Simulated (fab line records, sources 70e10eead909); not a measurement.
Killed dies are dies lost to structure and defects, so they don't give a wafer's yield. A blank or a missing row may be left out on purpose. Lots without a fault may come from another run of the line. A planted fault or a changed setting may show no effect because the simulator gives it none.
Chamber matching | flow nand_harc | NHARC_A_CHANNEL_FILL_D1_ALD_14 on ald_hk-03: 4 sister chambers
The step deposits SiO2, target thk 2.5 nm, pulse time 10 s, ald cycles 25. 22 wafers are shown with their chamber, then 11 later ones without.

WAFERS WITH THEIR CHAMBER
wafer  | chamber | heater_power_w (W) | precursor_pulse_height_rel
L074.3 | 2       | 467                | 1.001
L074.4 | 0       | 476                | 1.002
L074.5 | 0       | 482                | 0.971
L076.2 | 1       | 548                | 1.013
L076.3 | 2       | 466                | 0.981
L076.6 | 3       | 515                | 1.040
L077.1 | 1       | 538                | 0.987
L077.4 | 2       | 470                | 0.987
L077.5 | 3       | 495                | 0.994
L078.1 | 1       | 536                | 0.969
L078.3 | 2       | 470                | 0.993
L078.4 | 3       | 509                | 0.987
L082.1 | 1       | 530                | 0.987
L082.2 | 2       | 465                | 1.006
L082.6 | 3       | 513                | 1.020
L086.1 | 1       | 535                | 1.038
L086.4 | 0       | 501                | 0.998
L086.6 | 2       | 477                | 0.987
L092.3 | 0       | 477                | 0.977
L092.5 | 0       | 480                | 1.021
L092.6 | 3       | 521                | 0.999
L093.1 | 1       | 547                | 0.995

SIGNATURES (means of the wafers above)
reading                    | chamber 0 | chamber 1 | chamber 2 | chamber 3 | scatter within a chamber
heater_power_w             | 483.20    | 539.00    | 469.17    | 510.60    | 7.98
precursor_pulse_height_rel | 0.99380   | 0.99817   | 0.99250   | 1.00800   | 0.0195
Rule: a wafer's distance from a chamber is the root of the sum, over the readings, of the square of ((its reading less the chamber's mean) divided by the reading's scatter). The wafer belongs to the nearest chamber; if the next one is less than 2 further off, it can't be placed. The scatter: the root of (the sum of the squares of (reading less its chamber's mean) over the shown wafers, divided by (wafers less chambers)).

WAFERS WITHOUT THEIR CHAMBER
wafer  | heater_power_w (W) | precursor_pulse_height_rel
L093.3 | 499                | 1.007
L093.5 | 483                | 0.988
L094.1 | 490                | 1.019
L094.3 | 514                | 1.031
L094.6 | 532                | 0.990
L097.1 | 496                | 1.028
L097.2 | 539                | 1.009
L097.6 | 487                | 1.024
L097.3 | 464                | 0.970
L097.4 | 518                | 1.029
L097.5 | 547                | 0.988

WHICH CHAMBER EACH WENT THROUGH
wafer  | from the rows above          | in truth
L093.3 | can't be placed: 3 or 0      | 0
L093.5 | can't be placed: 0 or 2      | 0
L094.1 | can't be placed: 0 or 3 or 2 | 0
L094.3 | 3                            | 3
L094.6 | can't be placed: 1 or 3      | 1
L097.1 | can't be placed: 3 or 0 or 2 | 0
L097.2 | 1                            | 1
L097.6 | can't be placed: 0 or 2 or 3 | 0
L097.3 | can't be placed: 2 or 0      | 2
L097.4 | can't be placed: 3 or 1      | 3
L097.5 | 1                            | 1
Placed correctly: 3 of 11. Can't be placed from these rows: 8 (the true chamber is among the candidates in 8). Placed wrongly: 0.
